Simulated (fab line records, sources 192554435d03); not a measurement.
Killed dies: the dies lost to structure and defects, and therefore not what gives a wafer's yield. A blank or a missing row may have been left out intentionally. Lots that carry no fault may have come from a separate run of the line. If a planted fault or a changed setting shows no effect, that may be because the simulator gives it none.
What tool caused it? :: flow n5-finfet :: 12 lots, 36 wafers sampled, at 5 steps of a route of 1938

== WHAT THE GAUGES SHOWED, per wafer ==
N5_MOL_CONTACT_COAG_CD_MEAS_08: target cd 28 nm.
lot: L075
measured: day 4 21:14
on: cd-sem-03
cd-nm (nm): 28.19 27.68 28.17

lot: L077
measured: day 5 10:16
on: cd-sem-02
cd-nm (nm): 28.43 28.17 28.59

lot: L079
measured: day 6 03:14
on: cd-sem-01
cd-nm (nm): 27.68 28.40 28.15

lot: L081
measured: day 6 10:53
on: cd-sem-03
cd-nm (nm): 28.06 27.86 28.04

lot: L083
measured: day 6 19:15
on: cd-sem-03
cd-nm (nm): 27.95 28.51 27.83

lot: L085
measured: day 7 15:37
on: cd-sem-02
cd-nm (nm): 27.99 27.53 27.95

lot: L087
measured: day 7 22:04
on: cd-sem-03
cd-nm (nm): 27.65 27.68 27.72

lot: L089
measured: day 8 11:41
on: cd-sem-02
cd-nm (nm): 28.07 27.85 27.84

lot: L091
measured: day 9 00:08
on: cd-sem-01
cd-nm (nm): 28.31 28.13 27.53

lot: L093
measured: day 9 11:01
on: cd-sem-02
cd-nm (nm): 28.08 27.77 27.94

lot: L095
measured: day 9 23:19
on: cd-sem-02
cd-nm (nm): 27.71 27.60 27.94

lot: L097
measured: day 10 11:22
on: cd-sem-02
cd-nm (nm): 28.18 27.95 27.86

== WHAT TOOL EACH LOT RAN ON (gives the tool, then ch and the chambers of the sampled wafers, and finally the start) ==
lot: L075
N5_GATE_CUT_STRIP_41: rie-diel-04 ch 0,1,2, day 4 17:32
N5_GATE_CUT_STRIP_42: rie-diel-04 ch 0,1,2, day 4 17:34
N5_GATE_CUT_STRIP_21: plasma-asher-01 ch 0,1, day 4 18:01
N5_GATE_CUT_CMP_61: cmp-03 ch 1,2,3, day 4 20:37

lot: L077
N5_GATE_CUT_STRIP_41: rie-diel-06 ch 1,2, day 5 06:26
N5_GATE_CUT_STRIP_42: rie-diel-06 ch 1,2, day 5 06:27
N5_GATE_CUT_STRIP_21: plasma-asher-01 ch 0,1, day 5 07:10
N5_GATE_CUT_CMP_61: cmp-04 ch 1,3, day 5 09:38

lot: L079
N5_GATE_CUT_STRIP_41: rie-diel-02 ch 0,2,3, day 5 23:32
N5_GATE_CUT_STRIP_42: rie-diel-02 ch 0,2,3, day 5 23:34
N5_GATE_CUT_STRIP_21: plasma-asher-01 ch 0,1, day 6 00:16
N5_GATE_CUT_CMP_61: cmp-03 ch 0,1,3, day 6 02:44

lot: L081
N5_GATE_CUT_STRIP_41: rie-diel-06 ch 0,2,3, day 6 07:27
N5_GATE_CUT_STRIP_42: rie-diel-06 ch 0,2,3, day 6 07:28
N5_GATE_CUT_STRIP_21: plasma-asher-02 ch 0,1, day 6 07:55
N5_GATE_CUT_CMP_61: cmp-04 ch 0,3, day 6 10:21

lot: L083
N5_GATE_CUT_STRIP_41: rie-diel-02 ch 1,2,3, day 6 15:49
N5_GATE_CUT_STRIP_42: rie-diel-02 ch 1,2,3, day 6 15:50
N5_GATE_CUT_STRIP_21: plasma-asher-02 ch 0,1, day 6 16:17
N5_GATE_CUT_CMP_61: cmp-01 ch 1,3, day 6 18:45

lot: L085
N5_GATE_CUT_STRIP_41: rie-diel-02 ch 1,3, day 7 12:04
N5_GATE_CUT_STRIP_42: rie-diel-02 ch 1,3, day 7 12:05
N5_GATE_CUT_STRIP_21: plasma-asher-02 ch 0,1, day 7 12:31
N5_GATE_CUT_CMP_61: cmp-01 ch 0,1, day 7 14:58

lot: L087
N5_GATE_CUT_STRIP_41: rie-diel-04 ch 2,3, day 7 18:30
N5_GATE_CUT_STRIP_42: rie-diel-04 ch 2,3, day 7 18:31
N5_GATE_CUT_STRIP_21: plasma-asher-02 ch 0,1, day 7 18:58
N5_GATE_CUT_CMP_61: cmp-03 ch 0,2,3, day 7 21:30

lot: L089
N5_GATE_CUT_STRIP_41: rie-diel-02 ch 0,1,2, day 8 08:08
N5_GATE_CUT_STRIP_42: rie-diel-02 ch 0,1,2, day 8 08:09
N5_GATE_CUT_STRIP_21: plasma-asher-02 ch 0,1, day 8 08:35
N5_GATE_CUT_CMP_61: cmp-03 ch 0,2, day 8 11:04

lot: L091
N5_GATE_CUT_STRIP_41: rie-diel-06 ch 1,3, day 8 20:42
N5_GATE_CUT_STRIP_42: rie-diel-06 ch 1,3, day 8 20:43
N5_GATE_CUT_STRIP_21: plasma-asher-01 ch 0, day 8 21:10
N5_GATE_CUT_CMP_61: cmp-04 ch 0,1,2, day 8 23:38

lot: L093
N5_GATE_CUT_STRIP_41: rie-diel-02 ch 0,1,2, day 9 07:28
N5_GATE_CUT_STRIP_42: rie-diel-02 ch 0,1,2, day 9 07:29
N5_GATE_CUT_STRIP_21: plasma-asher-01 ch 0,1, day 9 07:55
N5_GATE_CUT_CMP_61: cmp-01 ch 0,2,3, day 9 10:24

lot: L095
N5_GATE_CUT_STRIP_41: rie-diel-04 ch 0,2,3, day 9 19:47
N5_GATE_CUT_STRIP_42: rie-diel-04 ch 0,2,3, day 9 19:49
N5_GATE_CUT_STRIP_21: plasma-asher-02 ch 0,1, day 9 20:15
N5_GATE_CUT_CMP_61: cmp-03 ch 0,2,3, day 9 22:47

lot: L097
N5_GATE_CUT_STRIP_41: rie-diel-06 ch 0,2,3, day 10 07:46
N5_GATE_CUT_STRIP_42: rie-diel-06 ch 0,2,3, day 10 07:47
N5_GATE_CUT_STRIP_21: plasma-asher-01 ch 0,1, day 10 08:13
N5_GATE_CUT_CMP_61: cmp-01 ch 2,3, day 10 10:44
- N5_GATE_CUT_STRIP_41: strips in CF4.
- N5_GATE_CUT_STRIP_42: strips in O2.
- N5_GATE_CUT_STRIP_21: strips in N2/H2, time 30 s.
- N5_GATE_CUT_CMP_61: polishes, stops on SiNx, t overpolish 3 s.

== THE ANSWER, worked out from the rows above alone ==
Rule: what is usual is taken from the lots themselves. Put in order of their means at a reading, lots are off if they are a third of the lots or fewer, leave a main group of 4 or more, and stand apart from it by a gap of 3 or more times the standard deviation of the main group's means; of several such gaps the widest counts. A main group whose means are all the same, to the digits that the tables above print for the reading, isn't used. Also off: a lot with no number at a reading for which 4 or more lots have one. The other lots that the step has rows for count as sound.
Nothing can be told from this: no lot is off at any reading shown.

== WHAT HAD BEEN PUT IN BY THE SIMULATOR ==
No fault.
